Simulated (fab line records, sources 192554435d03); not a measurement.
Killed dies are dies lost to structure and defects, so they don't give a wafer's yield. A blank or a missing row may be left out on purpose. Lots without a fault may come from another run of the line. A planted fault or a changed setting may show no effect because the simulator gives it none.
Which tool did it? | flow n5_finfet | 11 lots, 33 wafers sampled, at 4 steps of a route of 1938

WHAT THE GAUGES READ, wafer by wafer
N5_BEOL_M9_INSPECT_58: inspects for defects (darkfield).
lot  | measured     | on                | raw_defect_count
L876 | day 9 18:53  | defect_inspect-01 | 71 100 89
L877 | day 10 00:03 | defect_inspect-01 | 49 90 77
L882 | day 11 10:38 | defect_inspect-02 | 72 83 99
L881 | day 11 15:55 | defect_inspect-02 | 48 47 60
L884 | day 11 18:25 | defect_inspect-02 | 69 52 65
L887 | day 13 05:18 | defect_inspect-02 | 90 85 91
L890 | day 13 15:02 | defect_inspect-01 | 135 75 72
L889 | day 13 19:47 | defect_inspect-02 | 75 51 57
L897 | day 15 11:24 | defect_inspect-02 | 56 46 48
L898 | day 16 05:52 | defect_inspect-02 | 87 59 107
L899 | day 16 08:32 | defect_inspect-02 | 52 70 39

WHICH TOOL RAN EACH LOT (tool, then ch and the chambers of the sampled wafers, then the start)
lot  | N5_BEOL_M9_STRIP_80                           | N5_BEOL_M9_SPUTTER_48        | N5_BEOL_M9_ANNEAL_51
L876 | rie_diel-06 ch 1, day 9 17:49 or earlier      | pvd_sputter-02, day 9 17:49  | rtp_anneal-02 ch 0, day 9 18:13
L877 | rie_diel-05 ch 0,1,3, day 9 22:58 or earlier  | pvd_sputter-02, day 9 22:58  | rtp_anneal-02 ch 0, day 9 23:20
L882 | rie_diel-05 ch 0,1,3, day 11 09:22 or earlier | pvd_sputter-02, day 11 09:22 | rtp_anneal-01 ch 0, day 11 09:58
L881 | rie_diel-05 ch 1,3, day 11 14:34 or earlier   | pvd_sputter-01, day 11 14:34 | rtp_anneal-02 ch 0, day 11 15:14
L884 | rie_diel-05 ch 0,1,2, day 11 17:18 or earlier | pvd_sputter-01, day 11 17:18 | rtp_anneal-01 ch 0, day 11 17:42
L887 | rie_diel-01 ch 0,1,3, day 13 04:14 or earlier | pvd_sputter-01, day 13 04:14 | rtp_anneal-02 ch 0, day 13 04:28
L890 | rie_diel-06 ch 0,1,3, day 13 13:38 or earlier | pvd_sputter-02, day 13 13:38 | rtp_anneal-01 ch 0, day 13 14:17
L889 | rie_diel-05 ch 0,2, day 13 18:45 or earlier   | pvd_sputter-01, day 13 18:45 | rtp_anneal-02 ch 0, day 13 19:02
L897 | rie_diel-01 ch 0,2,3, day 15 10:26 or earlier | pvd_sputter-03, day 15 10:26 | rtp_anneal-01 ch 0, day 15 10:39
L898 | rie_diel-05 ch 0,1,3, day 16 04:50 or earlier | pvd_sputter-02, day 16 04:50 | rtp_anneal-02 ch 0, day 16 05:06
L899 | rie_diel-01 ch 1,2, day 16 07:14 or earlier   | pvd_sputter-02, day 16 07:14 | rtp_anneal-01 ch 0, day 16 07:34
- N5_BEOL_M9_STRIP_80: strips in N2/H2, time 10 s.
- N5_BEOL_M9_SPUTTER_48: material Cu, target thk 12 nm, time 2 s.
- N5_BEOL_M9_ANNEAL_51: time 90 s.

THE ANSWER, worked out from the rows above alone
Rule: what is usual is taken from the lots themselves. Put in order of their means at a reading, lots are off if they are a third of the lots or fewer, leave a main group of 4 or more, and stand apart from it by a gap of 3 or more times the standard deviation of the main group's means; of several such gaps the widest counts. A main group whose means are all the same, to the digits that the tables above print for the reading, isn't used. A lot without any number at a reading at which 4 lots or more have one is off too. The other lots that the step has rows for count as sound.
No lot is off at any reading shown: from this, nothing can be told.

WHAT THE SIMULATOR HAD PUT IN
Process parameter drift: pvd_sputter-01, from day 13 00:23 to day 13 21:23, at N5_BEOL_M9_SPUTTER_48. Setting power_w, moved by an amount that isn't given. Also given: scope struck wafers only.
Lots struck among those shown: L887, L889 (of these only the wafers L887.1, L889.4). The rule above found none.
